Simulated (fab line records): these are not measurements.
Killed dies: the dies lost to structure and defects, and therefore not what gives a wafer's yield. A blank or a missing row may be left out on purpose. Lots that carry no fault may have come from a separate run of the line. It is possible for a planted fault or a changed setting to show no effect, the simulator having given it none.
fab line records | flow n5Finfet
[record] lots = 9 wafers = 25 lastDay = 18
route steps=1938 shown BEOL_M4@1111 BEOL_M12@1613 PASSIVATION@1936
lots untouched by any fault: they come from a run of this same line in which no faults occurred
startH: the number of hours between the record's first day and the start of the first shown wafer of the lot | waitH: hours elapsed since this lot's preceding step | " same as the row above | L1.1+2: several wafers, shown together as one row | - no value, or no start was given | * or withheld: withheld | < > ~ a bound
route shown NAME@n: names a module that has steps shown in the file, with the first one's number in the route | usual: mean and standard deviation over wafers with no fault | same: alike in all rows | chamber/n: place in a boat | sites: each site's reading | _std_site: how widely they spread, as a standard deviation | _edge_site: the outer-site mean with the inner-site mean subtracted | radiusMm: for every site, how far away it sits from the centre of the wafer | mask NAME#n: copy n | behind: the last tool/chamber to shape the wafer | hold: cause of the lot's hold/its duration in hours/its outcome | device: which transistor (n, p or np) failed to switch | end of line: the same wafers' tests at the end of the route | a step without rows: its recipe alone | killed: at the first sort, the dies lost to defects and structure; wafer yield is something else | map: the dies of a wafer, with x for killed, . for not killed, _ for no die there
set.NAME: the setting the step ran with; set.NAME@STEP: the setting that earlier step ran with | model.NAME: the simulator's own value behind a step, which no gauge read
route steps across a sampled set of lots; one table per step, one row per wafer
services: a tool's chamber out of use, with start hour (startH, from the record's first day; less than 0 if before it), hours out, and reason
[[steps]]
[step N5_BEOL_M4_RC_MEAS_101]
[usual] DIBL_N = 36.6/2.3 DIBL_P = 36.3/2.8 IOFF_N = 0.17/0.047 IOFF_P = 0.22/0.048 ION_N = 676/14 ION_P = 463/9.4 SS_N = 71.6/0.84 SS_P = 73.4/0.85 VT_N = 249/3.7 VT_P = -249/3.6
// columns lot.wafer tool chamber startH waitH DIBL_N[mV/V] DIBL_P[mV/V] IOFF_N[nA/um] IOFF_P[nA/um] ION_N[uA/um] ION_P[uA/um] SS_N[mV/dec] SS_P[mV/dec] VT_N[mV] VT_P[mV]
L238.1 prober-02 0 167.15 0.0 35.1 32.6 0.15 0.18 667 461 72.0 73.0 249 -249
L238.2 " 0 " " 34.6 33.7 0.13 0.18 679 470 70.9 71.8 253 -249
L238.3 " 0 " " 37.2 37.4 0.18 0.24 674 467 71.3 73.8 248 -248
L240.1 prober-02 0 172.33 0.0 39.8 40.1 0.27 0.34 711 485 72.3 74.3 239 -244
L240.4 " 0 " " 37.6 37.1 0.19 0.26 672 471 71.8 73.2 248 -245
L240.6 " 0 " " 38.7 38.1 0.21 0.27 676 470 71.5 73.4 245 -247
L241.2 prober-01 0 183.49 0.2 40.4 40.0 0.26 0.29 687 462 72.7 74.0 244 -246
L241.4 " 0 " " 39.9 40.6 0.26 0.30 703 478 72.6 74.3 241 -244
L241.6 " 0 " " 40.9 40.4 0.29 0.29 703 477 72.7 73.8 242 -245
L242.1 prober-02 0 188.09 0.0 36.2 36.8 0.14 0.19 661 457 70.4 74.2 252 -254
L242.3 " 0 " " 36.8 38.0 0.16 0.21 674 462 71.6 73.8 249 -251
L242.4 " 0 " " 40.1 39.1 0.21 0.23 681 452 71.8 74.6 246 -253
L250.1 prober-01 0 238.23 0.0 37.7 37.3 0.18 0.24 692 473 71.2 73.7 245 -247
L250.5 " 0 " " 38.0 38.8 0.21 0.26 684 469 71.5 73.6 243 -245
L253.1 prober-02 0 261.46 0.0 37.7 38.0 0.21 0.27 713 486 71.9 74.5 244 -244
L253.2 " 0 " " 37.3 37.2 0.17 0.24 676 465 72.1 73.3 251 -246
L253.6 " 0 " " 36.7 37.9 0.19 0.27 686 475 71.2 73.4 244 -245
L255.1 prober-02 0 265.61 0.0 39.0 40.8 0.24 0.32 689 475 72.3 74.6 241 -241
L255.5 " 0 " " 37.3 36.9 0.20 0.24 683 471 72.7 74.1 247 -248
L259.3 prober-02 0 291.28 0.3 36.4 35.4 0.16 0.19 668 458 71.6 72.9 250 -252
L259.4 " 0 " " 34.7 33.0 0.13 0.17 688 471 71.2 72.6 250 -251
L259.6 " 0 " " 36.7 35.2 0.16 0.20 681 469 71.7 73.6 252 -248
L260.1 prober-01 0 309.81 0.0 40.5 41.1 0.25 0.29 671 459 72.9 75.4 244 -249
L260.5 " 0 " " 39.5 40.5 0.24 0.27 674 458 72.5 74.9 243 -250
L260.6 " 0 " " 38.0 36.5 0.18 0.21 674 455 72.3 74.3 248 -253
[step N5_BEOL_M12_OVL_MEAS_11]
[recipe] pointsPerWafer = 44
[usual] V11_OVL = 1/4.7
// columns lot.wafer tool chamber startH waitH V11_OVL[nm]
L238.1 overlay-01 0 235.44 0.0 -4
L238.2 " 0 " " 2
L238.3 " 0 " " 0
L240.1 overlay-01 0 237.23 0.0 7
L240.4 " 0 " " 3
L240.6 " 0 " " 6
L241.2 overlay-02 0 250.99 0.0 10
L241.4 " 0 " " 7
L241.6 " 0 " " 10
L242.1 overlay-02 0 259.16 0.0 -3
L242.3 " 0 " " -3
L242.4 " 0 " " -2
L250.1 overlay-02 0 307.68 0.0 1
L250.5 " 0 " " 0
L253.1 overlay-02 0 334.42 0.0 3
L253.2 " 0 " " 1
L253.6 " 0 " " -1
L259.3 overlay-01 0 357.30 0.0 7
L259.4 " 0 " " 8
L259.6 " 0 " " 7
L255.1 overlay-02 0 357.39 0.0 4
L255.5 " 0 " " 6
L260.1 overlay-01 0 380.79 0.0 -4
L260.5 " 0 " " -3
L260.6 " 0 " " -2
[step N5_BEOL_M12_OVL_MEAS_29]
[recipe] pointsPerWafer = 44
[usual] M12_OVL = 3/5.9
// columns lot.wafer tool chamber startH waitH M12_OVL[nm]
L238.1 overlay-01 0 236.39 0.0 8
L238.2 " 0 " " 14
L238.3 " 0 " " 10
L240.1 overlay-02 0 238.17 0.0 0
L240.4 " 0 " " 6
L240.6 " 0 " " 1
L241.2 overlay-02 0 251.89 0.0 -1
L241.4 " 0 " " -4
L241.6 " 0 " " 1
L242.1 overlay-02 0 260.21 0.0 4
L242.3 " 0 " " 8
L242.4 " 0 " " 10
L250.1 overlay-02 0 308.75 0.0 -3
L250.5 " 0 " " -4
L253.1 overlay-02 0 335.36 0.0 0
L253.2 " 0 " " 10
L253.6 " 0 " " 6
L259.3 overlay-01 0 358.21 0.0 -5
L259.4 " 0 " " -3
L259.6 " 0 " " 0
L255.1 overlay-01 0 358.43 0.0 -1
L255.5 " 0 " " -4
L260.1 overlay-02 0 381.82 0.0 -6
L260.5 " 0 " " 2
L260.6 " 0 " " 0
[step N5_BEOL_M12_ETCH_67]
[recipe] chemistry = CF4 target = SiARC targetDepthA = 1430 timeS = 238.3 ionEnergyEv = 80 pressureMtorr = 40 sourceW = 545 biasW = 36 Ar_flow_sccm = 100 cf4FlowSccm = 100 ends = cleared
[usual] biasW = 35.99/0.1 cf4FlowSccm = 99.93/0.29 drypumpMotorCurrentA = 5.7/0.39 etchRfOnTimeS = 240/11 oesProductAu = 0.69/0.079 rfVppV = 184.3/1.1 showerheadPlenumPTorr = 2.16/0.077 throttleValvePct = 15.5/0.3
// columns lot.wafer tool chamber startH waitH biasW cf4FlowSccm drypumpMotorCurrentA etchRfOnTimeS oesProductAu rfHoursCounterH rfVppV showerheadPlenumPTorr throttleValvePct
L238.1 rieDiel-02 0 236.48 0.0 36.07 100.04 5.1 250 0.58 242 182.8 2.02 15.9
L238.2 " 3 " " 35.96 100.00 6.4 233 0.70 101 185.5 2.16 15.5
L238.3 " 1 " " 36.09 100.36 5.9 239 0.79 14 186.0 2.27 15.4
L240.1 rieDiel-03 0 238.27 0.0 35.88 99.76 5.4 247 0.81 5 185.3 2.25 15.2
L240.4 " 2 " " 35.92 100.06 5.6 254 0.61 - 184.4 2.16 15.8
L240.6 " 3 " " 35.89 100.29 6.0 242 0.69 - 184.8 2.17 15.5
L241.2 rieDiel-02 0 251.99 0.0 - - - - - - - - -
L241.4 " 1 " " - - - - - - - - -
L241.6 " 2 " " - - - - - - - - -
L242.1 rieDiel-02 1 260.56 0.0 - - - - - - - - -
L242.3 " 3 " " - - - - - - - - -
L242.4 " 2 " " - - - - - - - - -
L250.1 rieDiel-03 2 308.85 0.0 36.27 99.83 5.6 247 0.60 186 185.9 2.15 15.9
L250.5 " 1 " " 36.16 99.63 6.2 229 0.76 - 184.4 2.08 15.0
L253.1 rieDiel-02 0 335.45 0.0 35.97 100.00 5.1 240 0.78 13 185.8 2.27 15.4
L253.2 " 3 " " 35.79 99.88 6.4 233 0.67 137 184.4 2.15 15.5
L253.6 " 2 " " 35.89 100.16 5.3 226 0.71 - 184.9 2.28 15.8
L259.3 rieDiel-01 0 358.43 0.0 36.17 99.45 5.8 262 0.55 243 184.3 2.21 16.0
L259.4 " 3 " " 36.03 99.79 5.8 226 0.83 - 184.7 2.19 15.6
L259.6 " 0 " " 36.03 99.83 5.8 260 0.55 - 184.8 2.21 16.0
L255.1 rieDiel-02 2 358.65 0.0 35.88 100.20 5.3 229 0.70 85 183.7 2.27 15.8
L255.5 " 1 " " 36.07 99.68 5.9 245 0.71 - 186.5 2.26 15.5
L260.1 rieDiel-03 0 381.96 0.0 35.76 99.74 5.4 245 0.72 52 184.8 2.23 15.3
L260.5 " 0 " " 35.93 99.86 5.4 247 0.72 - 185.1 2.23 15.3
L260.6 " 1 " " 35.97 100.58 6.2 228 0.71 - 183.6 2.07 15.1
[step N5_BEOL_M12_OCD_MEAS_35]
[usual] trenchDepthNm = 319/6.7
// columns lot.wafer tool chamber startH waitH trenchDepthNm
L238.1 ocd-02 - 236.96 0.0 306
L238.2 " - " " 309
L238.3 " - " " 320
L240.1 ocd-02 - 238.75 0.0 325
L240.4 " - " " 311
L240.6 " - " " 329
L241.2 ocd-02 - 252.47 0.0 -
L241.4 " - " " -
L241.6 " - " " -
L242.1 ocd-01 - 261.04 0.0 -
L242.3 " - " " -
L242.4 " - " " -
L250.1 ocd-02 - 309.33 0.0 312
L250.5 " - " " 329
L253.1 ocd-02 - 335.94 0.0 317
L253.2 " - " " 305
L253.6 " - " " 321
L259.3 ocd-01 - 358.91 0.0 311
L259.4 " - " " 320
L259.6 " - " " 308
L255.1 ocd-02 - 359.13 0.0 323
L255.5 " - " " 316
L260.1 ocd-01 - 382.44 0.0 319
L260.5 " - " " 317
L260.6 " - " " 326
[step N5_BEOL_M12_ETCH_38]
[recipe] chemistry = CF4/N2 target = SiCN targetDepthA = 687 taperDeg = 2 timeS = 73.4 ionEnergyEv = 150 maskMaterial = SiO2 pressureMtorr = 40 sourceW = 430 biasW = 70 Ar_flow_sccm = 100 cf4FlowSccm = 60 n2FlowSccm = 60
[usual] biasW = 69.99/0.21 cf4FlowSccm = 59.98/0.18 drypumpMotorCurrentA = 5.7/0.39 oesProductAu = 0.80/0.088 rfVppV = 383.1/1.9 showerheadPlenumPTorr = 2.24/0.076 throttleValvePct = 15.37/0.29
// columns lot.wafer tool chamber startH waitH biasW cf4FlowSccm drypumpMotorCurrentA oesProductAu rfHoursCounterH rfVppV showerheadPlenumPTorr throttleValvePct
L238.1 rieDiel-01 3 239.60 - 70.16 59.92 5.8 0.70 225 383.0 2.27 15.90
L238.2 " 1 " " 70.25 60.14 6.1 0.71 206 381.3 2.18 15.48
L238.3 " 0 " " 70.04 59.88 5.8 0.67 200 383.0 2.29 15.69
L240.1 rieDiel-02 3 239.84 - 69.93 59.73 6.4 0.82 102 381.7 2.24 15.37
L240.4 " 0 " " 70.24 59.83 5.1 0.68 243 380.0 2.08 15.73
L240.6 " 2 " " 69.98 59.95 5.2 0.89 - 385.1 2.36 15.51
L241.2 rieDiel-03 1 256.13 - 70.19 59.89 6.1 0.91 18 381.1 2.15 14.84
L241.4 " 3 " " 70.23 59.99 6.0 0.80 102 384.0 2.23 15.34
L241.6 " 3 " " 69.82 60.04 6.0 0.80 - 383.9 2.23 15.34
L242.1 rieDiel-02 3 261.60 - 70.14 59.82 6.4 0.81 110 383.2 2.23 15.37
L242.3 " 1 " " 69.96 59.89 5.9 0.90 21 386.9 2.35 15.25
L242.4 " 2 " " 69.53 60.09 5.3 0.87 - 385.3 2.36 15.52
L250.1 rieDiel-01 2 310.72 - 70.08 59.55 5.1 0.83 93 380.0 2.12 15.17
L250.5 " 2 " " 70.21 59.87 5.1 0.83 - 379.6 2.12 15.16
L253.1 rieDiel-03 0 337.79 - 70.17 60.33 5.4 0.86 38 387.2 2.32 15.16
L253.2 " 2 " " 70.19 60.00 5.6 0.68 201 380.5 2.20 15.70
L253.6 " 1 " " 69.96 60.18 6.2 0.86 - 381.2 2.14 14.90
L259.3 rieDiel-02 0 360.10 - 69.88 60.14 5.1 0.88 22 385.8 2.34 15.24
L259.4 " 2 " " 70.02 60.27 5.3 0.82 85 384.3 2.34 15.60
L259.6 " 2 " " 69.95 60.09 5.3 0.83 - 386.2 2.34 15.59
L255.1 rieDiel-02 0 360.84 - 70.15 60.04 5.0 0.89 22 386.1 2.34 15.24
L255.5 " 2 " " 69.89 60.10 5.3 0.82 - 385.5 2.34 15.59
L260.1 rieDiel-02 2 385.39 - 70.08 60.25 5.3 0.81 93 386.1 2.34 15.61
L260.5 " 3 " " 70.27 60.08 6.4 0.76 - 382.7 2.22 15.45
L260.6 " 2 " " 69.92 60.03 5.3 0.83 - 385.2 2.34 15.62
[step N5_PASSIVATION_PROBE_49]
[usual] defectLimitedYield = 91.5/1.5 killed_at_M0_to_M3 = 33/9.9 killed_at_M4_up = 14/5.2 killedAtContacts = 11/5.2 killedAtFrontEnd = 38/10 killedAtOther = 4/3.5 killedDies = 100/18 killedOnRim = 13/4.1 killedOpen = 66/14 killedShort = 32/6.9 sort_bin_5_function = 5.0/1 sort_bin_6_memory = 3.1/0.69 sortNPass = 1080/18 sortYieldPct = 91.5/1.5
[same] grossDies = 1180 killedAtBackSide = 0 sort_bin_4_leakage[%] = 0 sort_bin_8_speed[%] = 0
// columns lot.wafer tool chamber startH waitH defectLimitedYield[%] killed_at_M0_to_M3 killed_at_M4_up killedAtContacts killedAtFrontEnd killedAtOther killedDies killedOnRim killedOpen killedShort sort_bin_5_function[%] sort_bin_6_memory[%] sortNPass sortYieldPct[%]
L241.2 prober-01 - 292.70 0.1 0 35 1110 13 18 4 1180 152 51 26 97.5 2.2 0 0
L241.4 prober-01 - 292.80 0.2 0 19 1118 11 28 4 1180 152 54 22 97.4 2.5 0 0
L241.6 prober-01 - 292.90 0.3 0 38 1064 17 59 2 1180 152 73 47 95.7 3.8 0 0
L242.1 prober-01 - 297.51 0.0 0 23 1102 14 37 4 1180 152 57 28 97.3 2.5 0 0
L242.3 prober-01 - 297.61 0.1 0 36 1090 21 32 1 1180 152 72 34 96.8 3.0 0 0
L242.4 prober-01 - 297.66 0.2 0 37 1097 13 28 5 1180 152 60 34 96.7 2.8 0 0
// killed by level:class
L241.2 BEOL_M12:areaEtch=1102 MOL_CONTACT_COAG:geometricParticle:open=11 BEOL_M2:geometricParticle:open=10 BEOL_M0_SAQP:geometricParticle:open=8 BEOL_M0_SAQP:geometricParticle:short=7 STI_FIN_REVEAL:geometricParticle:open=5 BEOL_M4:geometricParticle:open=4 BEOL_M2:geometricParticle:short=3
L241.4 BEOL_M12:areaEtch=1103 MOL_CONTACT_COAG:geometricParticle:open=8 BEOL_M0_SAQP:geometricParticle:open=6 FIN_SAQP:geometricParticle:short=4 FIN_SAQP:geometricParticle:open=4 STI_FIN_REVEAL:geometricParticle:open=4 GATE_CUT:geometricParticle:open=4 BEOL_M2:geometricParticle:open=4
L241.6 BEOL_M12:areaEtch=1059 STI_FIN_REVEAL:geometricParticle:open=19 MOL_CONTACT_COAG:geometricParticle:open=16 BEOL_M0_SAQP:geometricParticle:short=16 BEOL_M0_SAQP:geometricParticle:open=12 FIN_SAQP:geometricParticle:short=10 FIN_SAQP:geometricParticle:open=8 GATE_CUT:geometricParticle:short=6
L242.1 BEOL_M12:areaEtch=1094 MOL_CONTACT_COAG:geometricParticle:open=10 FIN_SAQP:geometricParticle:open=9 BEOL_M0_SAQP:geometricParticle:open=7 BEOL_M0_SAQP:geometricParticle:short=7 GATE_CUT:geometricParticle:open=6 STARTING-WAFER:geometricParticle:short=6 BEOL_M2:geometricParticle:open=5
L242.3 BEOL_M12:areaEtch=1074 MOL_CONTACT_COAG:geometricParticle:open=17 BEOL_M1:geometricParticle:open=10 FIN_SAQP:geometricParticle:short=9 BEOL_M0_SAQP:geometricParticle:short=7 DUMMY_GATE:geometricParticle:open=6 BEOL_M0_SAQP:geometricParticle:open=5 BEOL_M0:geometricParticle:open=5
L242.4 BEOL_M12:areaEtch=1086 MOL_CONTACT_COAG:geometricParticle:open=9 BEOL_M0_SAQP:geometricParticle:open=9 BEOL_M2:geometricParticle:open=9 BEOL_M0_SAQP:geometricParticle:short=7 GATE_CUT:geometricParticle:short=6 BEOL_M1:geometricParticle:open=6 FIN_SAQP:geometricParticle:short=4
[[services]]
// columns tool chamber startH hours kind
rieDiel-01 0 227.96 4.4 repair
rieDiel-02 0 261.01 - clean
rieDiel-02 0 261.01 - consumableReplace:focusRing
rieDiel-02 0 261.01 - consumableReplace:showerhead
rieDiel-02 0 261.01 24.3 scheduledDown
rieDiel-02 0 261.01 24.3 ventCycle
rieDiel-01 0 265.24 2.7 repair
rieDiel-03 3 269.14 2.9 repair
rieDiel-03 0 276.55 9.1 repair
rieDiel-03 0 288.37 9.7 repair
rieDiel-02 - 297.79 0.4 repair
rieDiel-01 3 310.63 - clean
rieDiel-01 3 310.63 - consumableReplace:focusRing
rieDiel-01 3 310.63 18.1 scheduledDown
rieDiel-01 3 310.63 18.1 ventCycle
rieDiel-03 3 317.24 16.4 repair
rieDiel-02 0 318.32 7.6 repair
rieDiel-01 1 351.51 - clean
rieDiel-01 1 351.51 - consumableReplace:focusRing
rieDiel-01 1 351.51 29.7 scheduledDown
rieDiel-01 1 351.51 29.7 ventCycle
rieDiel-01 0 381.19 - clean
rieDiel-01 0 381.19 - consumableReplace:focusRing
rieDiel-01 0 381.19 24.0 scheduledDown
[[key]]
[firstSign] step = N5_BEOL_M12_ETCH_67 reading = toolRecord direction = missing
[effect] step = N5_BEOL_M12_OCD_MEAS_35 reading = trenchDepthNm direction = missing
[effect] step = N5_PASSIVATION_PROBE_49 reading = killed_at_M4_up direction = up sigmas = 99+ usual = 14 struck = 1097
[moreKillsBornAt] N5_BEOL_M12_ETCH_67@rieDiel-02 = 6518
metAt N5_BEOL_M12_ETCH_67
struckLots L241,L242
laterRowsLeftOut L241.2,L241.4,L241.6,L242.1,L242.3,L242.4
notActingAt N5_BEOL_M12_OVL_MEAS_11,N5_BEOL_M12_OVL_MEAS_29,N5_BEOL_M12_ETCH_38
onsetBetween 236.48 251.99
[fault] kind = skippedStepWhole tool = rieDiel-02 chamber = - onsetH = 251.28 steps = N5_BEOL_M12_ETCH_67 scope = struckLotsOnly
// laterRowsLeftOut: the simulator's readings of these wafers behind a module that went badly wrong aren't trusted and aren't shown, but for the sort
